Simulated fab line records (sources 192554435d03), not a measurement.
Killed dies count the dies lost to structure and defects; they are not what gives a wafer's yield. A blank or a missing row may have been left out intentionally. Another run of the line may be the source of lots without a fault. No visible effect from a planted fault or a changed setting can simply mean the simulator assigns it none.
What tool caused it? || flow n5-finfet || 8 lots with 24 wafers sampled at 9 steps, on a route of 1938 steps

WHAT THE GAUGES READ, wafer by wafer
N5_DUMMY_GATE_CD_MEAS_50: target cd 14 nm. Usual: cd-nm at 14.0 nm, with a standard deviation of 0.33.
{"lot": "L799", "measured": "day 3 16:53", "on": "cd-sem-02", "cd-nm (nm)": "13.7 13.8 13.7", "flag": ""}
{"lot": "L800", "measured": "day 3 21:52", "on": "cd-sem-03", "cd-nm (nm)": "13.8 14.0 14.0", "flag": ""}
{"lot": "L805", "measured": "day 5 07:43", "on": "cd-sem-01", "cd-nm (nm)": "14.3 14.6 14.2", "flag": ""}
{"lot": "L808", "measured": "day 6 03:16", "on": "cd-sem-02", "cd-nm (nm)": "14.5 14.3 13.6", "flag": ""}
{"lot": "L813", "measured": "day 7 04:19", "on": "cd-sem-02", "cd-nm (nm)": "14.4 13.6 13.4", "flag": ""}
{"lot": "L815", "measured": "day 7 17:02", "on": "cd-sem-03", "cd-nm (nm)": "14.0 13.6 14.7", "flag": ""}
{"lot": "L816", "measured": "day 7 23:34", "on": "cd-sem-02", "cd-nm (nm)": "13.6 13.6 13.1", "flag": ""}
{"lot": "L819", "measured": "day 8 20:26", "on": "cd-sem-03", "cd-nm (nm)": "13.9 14.5 14.1", "flag": ""}

N5_DUMMY_GATE_CD_MEAS_24: target cd 15 nm. Usual: cd-nm at 15.0 nm, with a standard deviation of 0.41.
{"lot": "L799", "measured": "day 3 17:24", "on": "cd-sem-01", "cd-nm (nm)": "14.8 14.5 15.0", "flag": ""}
{"lot": "L800", "measured": "day 3 22:22", "on": "cd-sem-01", "cd-nm (nm)": "15.2 15.1 15.2", "flag": ""}
{"lot": "L805", "measured": "day 5 08:14", "on": "cd-sem-03", "cd-nm (nm)": "15.2 15.5 14.5", "flag": ""}
{"lot": "L808", "measured": "day 6 03:53", "on": "cd-sem-02", "cd-nm (nm)": "15.5 15.4 14.9", "flag": ""}
{"lot": "L813", "measured": "day 7 04:48", "on": "cd-sem-01", "cd-nm (nm)": "15.2 14.8 14.1", "flag": ""}
{"lot": "L815", "measured": "day 7 17:32", "on": "cd-sem-02", "cd-nm (nm)": "15.0 15.0 15.4", "flag": ""}
{"lot": "L816", "measured": "day 8 00:04", "on": "cd-sem-03", "cd-nm (nm)": "14.6 14.7 14.3", "flag": ""}
{"lot": "L819", "measured": "day 8 21:03", "on": "cd-sem-02", "cd-nm (nm)": "15.1 15.8 15.8", "flag": ""}

N5_DUMMY_GATE_INSPECT_27: inspects for defects (brightfield). Usual: raw-defect-count at 284, with a standard deviation of 70.
{"lot": "L799", "measured": "day 3 18:16", "on": "defect-inspect-01", "raw-defect-count": "209 367 208", "flag": ""}
{"lot": "L800", "measured": "day 3 22:53", "on": "defect-inspect-01", "raw-defect-count": "324 260 396", "flag": ""}
{"lot": "L805", "measured": "day 5 08:31", "on": "defect-inspect-01", "raw-defect-count": "352 256 192", "flag": ""}
{"lot": "L808", "measured": "day 6 04:10", "on": "defect-inspect-01", "raw-defect-count": "334 351 497", "flag": ""}
{"lot": "L813", "measured": "day 7 05:05", "on": "defect-inspect-01", "raw-defect-count": "774 678 731", "flag": "OFF"}
{"lot": "L815", "measured": "day 7 17:49", "on": "defect-inspect-01", "raw-defect-count": "264 171 178", "flag": ""}
{"lot": "L816", "measured": "day 8 00:35", "on": "defect-inspect-01", "raw-defect-count": "677 558 585", "flag": "OFF"}
{"lot": "L819", "measured": "day 8 21:26", "on": "defect-inspect-02", "raw-defect-count": "319 483 388", "flag": ""}

N5_SPACER0_INSPECT_04: inspects for defects (darkfield). Usual: raw-defect-count at 128, with a standard deviation of 30.
{"lot": "L799", "measured": "day 3 18:53", "on": "defect-inspect-01", "raw-defect-count": "81 136 88", "flag": ""}
{"lot": "L800", "measured": "day 3 23:29", "on": "defect-inspect-01", "raw-defect-count": "140 120 171", "flag": ""}
{"lot": "L805", "measured": "day 5 09:08", "on": "defect-inspect-01", "raw-defect-count": "134 94 98", "flag": ""}
{"lot": "L808", "measured": "day 6 04:47", "on": "defect-inspect-02", "raw-defect-count": "134 154 194", "flag": ""}
{"lot": "L813", "measured": "day 7 05:41", "on": "defect-inspect-02", "raw-defect-count": "610 519 571", "flag": "OFF"}
{"lot": "L815", "measured": "day 7 18:53", "on": "defect-inspect-02", "raw-defect-count": "104 79 66", "flag": ""}
{"lot": "L816", "measured": "day 8 01:12", "on": "defect-inspect-01", "raw-defect-count": "522 485 481", "flag": "OFF"}
{"lot": "L819", "measured": "day 8 22:02", "on": "defect-inspect-01", "raw-defect-count": "110 169 163", "flag": ""}

N5_SD_EPI_N_INSPECT_11: inspects for defects (macro). Usual: raw-defect-count at 2.2, with a standard deviation of 1.5.
{"lot": "L799", "measured": "day 3 19:20", "on": "defect-inspect-01", "raw-defect-count": "0 5 0", "flag": ""}
{"lot": "L800", "measured": "day 3 23:56", "on": "defect-inspect-01", "raw-defect-count": "3 1 0", "flag": ""}
{"lot": "L805", "measured": "day 5 09:28", "on": "defect-inspect-01", "raw-defect-count": "5 3 1", "flag": ""}
{"lot": "L808", "measured": "day 6 05:14", "on": "defect-inspect-02", "raw-defect-count": "2 3 3", "flag": ""}
{"lot": "L813", "measured": "day 7 06:01", "on": "defect-inspect-02", "raw-defect-count": ">300 >300 >300", "flag": "OFF"}
{"lot": "L815", "measured": "day 7 19:20", "on": "defect-inspect-02", "raw-defect-count": "1 2 1", "flag": ""}
{"lot": "L816", "measured": "day 8 01:39", "on": "defect-inspect-01", "raw-defect-count": ">300 >300 >300", "flag": "OFF"}
{"lot": "L819", "measured": "day 8 22:30", "on": "defect-inspect-01", "raw-defect-count": "3 1 2", "flag": ""}

N5_SD_EPI_N_INSPECT_26: inspects for defects (darkfield). Usual: raw-defect-count at 191, with a standard deviation of 39.
{"lot": "L799", "measured": "day 3 23:32", "on": "defect-inspect-01", "raw-defect-count": "177 176 140", "flag": ""}
{"lot": "L800", "measured": "day 4 03:55", "on": "defect-inspect-01", "raw-defect-count": "207 184 257", "flag": ""}
{"lot": "L805", "measured": "day 5 13:39", "on": "defect-inspect-02", "raw-defect-count": "231 189 198", "flag": ""}
{"lot": "L808", "measured": "day 6 09:13", "on": "defect-inspect-01", "raw-defect-count": "203 207 250", "flag": ""}
{"lot": "L813", "measured": "day 7 10:03", "on": "defect-inspect-01", "raw-defect-count": "671 615 673", "flag": "OFF"}
{"lot": "L815", "measured": "day 7 23:34", "on": "defect-inspect-01", "raw-defect-count": "159 104 91", "flag": ""}
{"lot": "L816", "measured": "day 8 06:16", "on": "defect-inspect-01", "raw-defect-count": "612 539 551", "flag": "OFF"}
{"lot": "L819", "measured": "day 9 02:29", "on": "defect-inspect-01", "raw-defect-count": "179 242 206", "flag": ""}

N5_BEOL_M4_RC_MEAS_101. Usual: DIBL_N 35.8 mV/V, standard deviation 1.6; DIBL_P 36.0 mV/V, standard deviation 2.1; IOFF_N 0.153 nA/um, standard deviation 0.026; IOFF_P 0.21 nA/um, standard deviation 0.037; ION_N 673 uA/um, standard deviation 11; ION_P 462 uA/um, standard deviation 7.6; SS_N 71.4 mV/dec, standard deviation 0.53; SS_P 73.2 mV/dec, standard deviation 0.67; VT_N 250 mV, standard deviation 3.2; VT_P -250 mV, standard deviation 3.7.
{"lot": "L799", "measured": "day 9 00:14", "on": "prober-02", "DIBL_N (mV/V)": "38.4 39.5 36.4", "DIBL_P (mV/V)": "37.5 39.5 35.9", "IOFF_N (nA/um)": "0.175 0.193 0.144", "IOFF_P (nA/um)": "0.22 0.27 0.20", "ION_N (uA/um)": "679 685 678", "ION_P (uA/um)": "461 473 464", "SS_N (mV/dec)": "72.8 72.2 70.8", "SS_P (mV/dec)": "73.6 74.4 73.0", "VT_N (mV)": "251 250 251", "VT_P (mV)": "-251 -249 -253", "flag": ""}
{"lot": "L800", "measured": "day 9 06:08", "on": "prober-01", "DIBL_N (mV/V)": "37.5 37.4 36.8", "DIBL_P (mV/V)": "36.1 36.3 35.5", "IOFF_N (nA/um)": "0.193 0.183 0.180", "IOFF_P (nA/um)": "0.24 0.25 0.24", "ION_N (uA/um)": "691 685 697", "ION_P (uA/um)": "468 471 476", "SS_N (mV/dec)": "71.4 70.9 70.6", "SS_P (mV/dec)": "73.7 73.9 72.9", "VT_N (mV)": "245 246 245", "VT_P (mV)": "-246 -243 -243", "flag": ""}
{"lot": "L805", "measured": "day 10 08:57", "on": "prober-01", "DIBL_N (mV/V)": "35.2 35.3 36.4", "DIBL_P (mV/V)": "35.2 35.7 37.6", "IOFF_N (nA/um)": "0.136 0.153 0.168", "IOFF_P (nA/um)": "0.18 0.20 0.22", "ION_N (uA/um)": "671 688 688", "ION_P (uA/um)": "462 468 469", "SS_N (mV/dec)": "71.4 70.8 71.9", "SS_P (mV/dec)": "73.4 72.8 72.6", "VT_N (mV)": "250 249 246", "VT_P (mV)": "-252 -249 -248", "flag": ""}
{"lot": "L808", "measured": "day 11 00:41", "on": "prober-02", "DIBL_N (mV/V)": "33.4 33.7 36.6", "DIBL_P (mV/V)": "32.2 32.9 37.2", "IOFF_N (nA/um)": "0.113 0.112 0.168", "IOFF_P (nA/um)": "0.16 0.17 0.23", "ION_N (uA/um)": "656 659 684", "ION_P (uA/um)": "449 457 465", "SS_N (mV/dec)": "71.4 70.6 71.2", "SS_P (mV/dec)": "71.8 72.4 73.2", "VT_N (mV)": "254 255 249", "VT_P (mV)": "-252 -251 -248", "flag": ""}
{"lot": "L813", "measured": "day 12 11:53", "on": "prober-01", "DIBL_N (mV/V)": "35.1 35.1 37.1", "DIBL_P (mV/V)": "36.0 35.8 38.2", "IOFF_N (nA/um)": "0.145 0.148 0.178", "IOFF_P (nA/um)": "0.19 0.19 0.22", "ION_N (uA/um)": "665 671 678", "ION_P (uA/um)": "459 458 460", "SS_N (mV/dec)": "70.7 71.4 72.4", "SS_P (mV/dec)": "73.7 72.8 74.1", "VT_N (mV)": "251 249 249", "VT_P (mV)": "-252 -250 -252", "flag": ""}
{"lot": "L815", "measured": "day 13 01:37", "on": "prober-01", "DIBL_N (mV/V)": "36.5 37.5 34.7", "DIBL_P (mV/V)": "36.6 37.0 35.0", "IOFF_N (nA/um)": "0.159 0.174 0.136", "IOFF_P (nA/um)": "0.20 0.21 0.18", "ION_N (uA/um)": "669 680 661", "ION_P (uA/um)": "459 464 460", "SS_N (mV/dec)": "71.4 72.2 70.6", "SS_P (mV/dec)": "73.7 73.4 72.9", "VT_N (mV)": "253 250 253", "VT_P (mV)": "-251 -249 -254", "flag": ""}
{"lot": "L816", "measured": "day 12 21:25", "on": "prober-02", "DIBL_N (mV/V)": "33.9 35.2 35.8", "DIBL_P (mV/V)": "35.1 36.3 37.1", "IOFF_N (nA/um)": "0.134 0.168 0.181", "IOFF_P (nA/um)": "0.19 0.23 0.23", "ION_N (uA/um)": "659 673 680", "ION_P (uA/um)": "463 466 460", "SS_N (mV/dec)": "70.9 71.8 72.2", "SS_P (mV/dec)": "73.0 73.2 73.5", "VT_N (mV)": "254 248 249", "VT_P (mV)": "-250 -246 -246", "flag": ""}
{"lot": "L819", "measured": "day 13 18:08", "on": "prober-01", "DIBL_N (mV/V)": "38.3 34.6 35.0", "DIBL_P (mV/V)": "36.3 32.5 33.8", "IOFF_N (nA/um)": "0.182 0.124 0.136", "IOFF_P (nA/um)": "0.21 0.17 0.18", "ION_N (uA/um)": "675 668 665", "ION_P (uA/um)": "454 456 461", "SS_N (mV/dec)": "71.5 71.3 71.1", "SS_P (mV/dec)": "73.9 72.6 73.1", "VT_N (mV)": "248 254 249", "VT_P (mV)": "-251 -253 -253", "flag": ""}

TOOL THAT RAN EACH LOT (tool first, then ch and the chambers of the sampled wafers, then the start)
{"lot": "L799", "N5_DUMMY_GATE_STRIP_48": "rie-diel-04 ch 0,1,2, day 3 18:05", "N5_SD_EPI_N_ETCH_34": "rie-diel-06 ch 1,2,3, day 3 19:37"}
{"lot": "L800", "N5_DUMMY_GATE_STRIP_48": "rie-diel-02 ch 0,1,3, day 3 22:41", "N5_SD_EPI_N_ETCH_34": "rie-diel-05 ch 0,1,2, day 4 00:01"}
{"lot": "L805", "N5_DUMMY_GATE_STRIP_48": "rie-diel-04 ch 0,1,3, day 5 08:19", "N5_SD_EPI_N_ETCH_34": "rie-diel-01 ch 0,1,3, day 5 09:42"}
{"lot": "L808", "N5_DUMMY_GATE_STRIP_48": "rie-diel-02 ch 0,2,3, day 6 03:59", "N5_SD_EPI_N_ETCH_34": "rie-diel-05 ch 0,1,2, day 6 05:18"}
{"lot": "L813", "N5_DUMMY_GATE_STRIP_48": "rie-diel-02 ch 0,1,2, day 7 04:54", "N5_SD_EPI_N_ETCH_34": "rie-diel-01 ch 0,2, day 7 06:05"}
{"lot": "L815", "N5_DUMMY_GATE_STRIP_48": "rie-diel-04 ch 1,2,3, day 7 17:37", "N5_SD_EPI_N_ETCH_34": "rie-diel-01 ch 0,2,3, day 7 19:39"}
{"lot": "L816", "N5_DUMMY_GATE_STRIP_48": "rie-diel-02 ch 0,2,3, day 8 00:24", "N5_SD_EPI_N_ETCH_34": "rie-diel-06 ch 0,2,3, day 8 01:50"}
{"lot": "L819", "N5_DUMMY_GATE_STRIP_48": "rie-diel-04 ch 0,2,3, day 8 21:15", "N5_SD_EPI_N_ETCH_34": "rie-diel-05 ch 0,1, day 8 22:34"}
- N5_DUMMY_GATE_STRIP_48: strips in N2/H2, time 20 s.
- N5_SD_EPI_N_ETCH_34: etches SiARC in CF4, target depth 45.5 nm, time 75.8 s.

AS READ BY THE TOOLS THEMSELVES (means over the sampled wafers that have a number; for cases with no such wafer, the mark the record gives instead)
N5_DUMMY_GATE_STRIP_48. Usual: drypump-motor-current-A 5.9 A, standard deviation 0.44; oes-product-au 0.74 a.u., standard deviation 0.032; rf-vpp-V 45.3 V, standard deviation 0.85; showerhead-plenum-p-Torr 3.36 Torr, standard deviation 0.12; temp-c 40.01 C, standard deviation 0.1; throttle-valve-pct 12.25 %, standard deviation 0.14.
{"lot": "L799", "tool": "rie-diel-04", "drypump-motor-current-A (A)": 5.9, "oes-product-au (a.u.)": 0.76, "rf-vpp-V (V)": 45.2, "showerhead-plenum-p-Torr (Torr)": 3.37, "temp-c (C)": 40.07, "throttle-valve-pct (%)": 12.26, "flag": ""}
{"lot": "L800", "tool": "rie-diel-02", "drypump-motor-current-A (A)": 6.0, "oes-product-au (a.u.)": 0.77, "rf-vpp-V (V)": 44.6, "showerhead-plenum-p-Torr (Torr)": 3.43, "temp-c (C)": 40.10, "throttle-valve-pct (%)": 12.17, "flag": ""}
{"lot": "L805", "tool": "rie-diel-04", "drypump-motor-current-A (A)": 6.2, "oes-product-au (a.u.)": 0.74, "rf-vpp-V (V)": 45.9, "showerhead-plenum-p-Torr (Torr)": 3.41, "temp-c (C)": 40.00, "throttle-valve-pct (%)": 12.26, "flag": ""}
{"lot": "L808", "tool": "rie-diel-02", "drypump-motor-current-A (A)": 6.0, "oes-product-au (a.u.)": 0.75, "rf-vpp-V (V)": 45.7, "showerhead-plenum-p-Torr (Torr)": 3.46, "temp-c (C)": 40.01, "throttle-valve-pct (%)": 12.19, "flag": ""}
{"lot": "L813", "tool": "rie-diel-02", "drypump-motor-current-A (A)": 5.8, "oes-product-au (a.u.)": 0.78, "rf-vpp-V (V)": 46.0, "showerhead-plenum-p-Torr (Torr)": 3.39, "temp-c (C)": 40.05, "throttle-valve-pct (%)": 12.09, "flag": ""}
{"lot": "L815", "tool": "rie-diel-04", "drypump-motor-current-A (A)": 5.8, "oes-product-au (a.u.)": 0.73, "rf-vpp-V (V)": 45.3, "showerhead-plenum-p-Torr (Torr)": 3.45, "temp-c (C)": 39.96, "throttle-valve-pct (%)": 12.21, "flag": ""}
{"lot": "L816", "tool": "rie-diel-02", "drypump-motor-current-A (A)": 6.0, "oes-product-au (a.u.)": 0.74, "rf-vpp-V (V)": 45.5, "showerhead-plenum-p-Torr (Torr)": 3.45, "temp-c (C)": 40.04, "throttle-valve-pct (%)": 12.21, "flag": ""}
{"lot": "L819", "tool": "rie-diel-04", "drypump-motor-current-A (A)": 5.9, "oes-product-au (a.u.)": 0.73, "rf-vpp-V (V)": 45.3, "showerhead-plenum-p-Torr (Torr)": 3.35, "temp-c (C)": 40.02, "throttle-valve-pct (%)": 12.31, "flag": ""}

N5_SD_EPI_N_ETCH_34. Usual: for bias-w, 36.01 W with a standard deviation of 0.11; for drypump-motor-current-A, 5.7 A with a standard deviation of 0.54; for etch-rf-on-time-s, 75.8 s with a standard deviation of 1.3; for oes-product-au, 0.66 a.u. with a standard deviation of 0.064; for rf-vpp-V, 184.4 V with a standard deviation of 0.98; for showerhead-plenum-p-Torr, 2.17 Torr with a standard deviation of 0.059; for throttle-valve-pct, 15.70 % with a standard deviation of 0.21.
{"lot": "L799", "tool": "rie-diel-06", "bias-w (W)": 35.98, "drypump-motor-current-A (A)": 5.9, "etch-rf-on-time-s (s)": 76.1, "oes-product-au (a.u.)": 0.65, "rf-vpp-V (V)": 184.7, "showerhead-plenum-p-Torr (Torr)": 2.17, "throttle-valve-pct (%)": 15.69, "flag": ""}
{"lot": "L800", "tool": "rie-diel-05", "bias-w (W)": 36.01, "drypump-motor-current-A (A)": 5.8, "etch-rf-on-time-s (s)": 75.1, "oes-product-au (a.u.)": 0.65, "rf-vpp-V (V)": 185.4, "showerhead-plenum-p-Torr (Torr)": 2.20, "throttle-valve-pct (%)": 15.70, "flag": ""}
{"lot": "L805", "tool": "rie-diel-01", "bias-w (W)": 36.00, "drypump-motor-current-A (A)": 5.4, "etch-rf-on-time-s (s)": 75.1, "oes-product-au (a.u.)": 0.66, "rf-vpp-V (V)": 183.5, "showerhead-plenum-p-Torr (Torr)": 2.14, "throttle-valve-pct (%)": 15.82, "flag": ""}
{"lot": "L808", "tool": "rie-diel-05", "bias-w (W)": 36.07, "drypump-motor-current-A (A)": 5.8, "etch-rf-on-time-s (s)": 76.7, "oes-product-au (a.u.)": 0.63, "rf-vpp-V (V)": 184.9, "showerhead-plenum-p-Torr (Torr)": 2.19, "throttle-valve-pct (%)": 15.73, "flag": ""}
{"lot": "L813", "tool": "rie-diel-01", "bias-w (W)": 36.11, "drypump-motor-current-A (A)": 5.5, "etch-rf-on-time-s (s)": 76.9, "oes-product-au (a.u.)": 0.69, "rf-vpp-V (V)": 184.0, "showerhead-plenum-p-Torr (Torr)": 2.13, "throttle-valve-pct (%)": 15.62, "flag": ""}
{"lot": "L815", "tool": "rie-diel-01", "bias-w (W)": 36.03, "drypump-motor-current-A (A)": 5.5, "etch-rf-on-time-s (s)": 76.0, "oes-product-au (a.u.)": 0.66, "rf-vpp-V (V)": 184.3, "showerhead-plenum-p-Torr (Torr)": 2.17, "throttle-valve-pct (%)": 15.80, "flag": ""}
{"lot": "L816", "tool": "rie-diel-06", "bias-w (W)": 36.04, "drypump-motor-current-A (A)": 5.7, "etch-rf-on-time-s (s)": 76.2, "oes-product-au (a.u.)": 0.65, "rf-vpp-V (V)": 184.1, "showerhead-plenum-p-Torr (Torr)": 2.15, "throttle-valve-pct (%)": 15.77, "flag": ""}
{"lot": "L819", "tool": "rie-diel-05", "bias-w (W)": 36.02, "drypump-motor-current-A (A)": 6.3, "etch-rf-on-time-s (s)": 76.2, "oes-product-au (a.u.)": 0.61, "rf-vpp-V (V)": 184.1, "showerhead-plenum-p-Torr (Torr)": 2.16, "throttle-valve-pct (%)": 15.67, "flag": ""}

THE ANSWER, worked out from the rows above alone
Rule: a lot is off if the mean of its wafers that have a number lies more than 3 standard deviations from the usual mean. Also off: a lot with no number at a reading for which 4 or more lots have one. Where the step has rows for the other lots, those lots are counted as sound. Order of review: gauges by route order, followed by the tools' own readings, for which a lot's mean as printed above is used. The first step at which some lot is off is used, and at that step the reading that is off furthest; a lot without a number counts as furthest.
Off at N5_DUMMY_GATE_INSPECT_27 (raw-defect-count): L813, L816.
If a tool, at a process step before that reading, ran all the lots that are off and no sound lot after the first of them, it fits. Gauges at N5_DUMMY_GATE_INSPECT_27: tried the same way as those tools. One fits: rie-diel-02 at N5_DUMMY_GATE_STRIP_48. Its last sound lot is L808 (day 6 03:59), its first lot that is off L813 (day 7 04:54): a fault that began between those two fits.

WHAT WAS PUT IN BY THE SIMULATOR
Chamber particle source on rie-diel-02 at N5_DUMMY_GATE_STRIP_48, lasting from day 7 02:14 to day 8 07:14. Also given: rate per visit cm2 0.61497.
Struck lots among those shown: L813, L816. The same result came from the rule above.
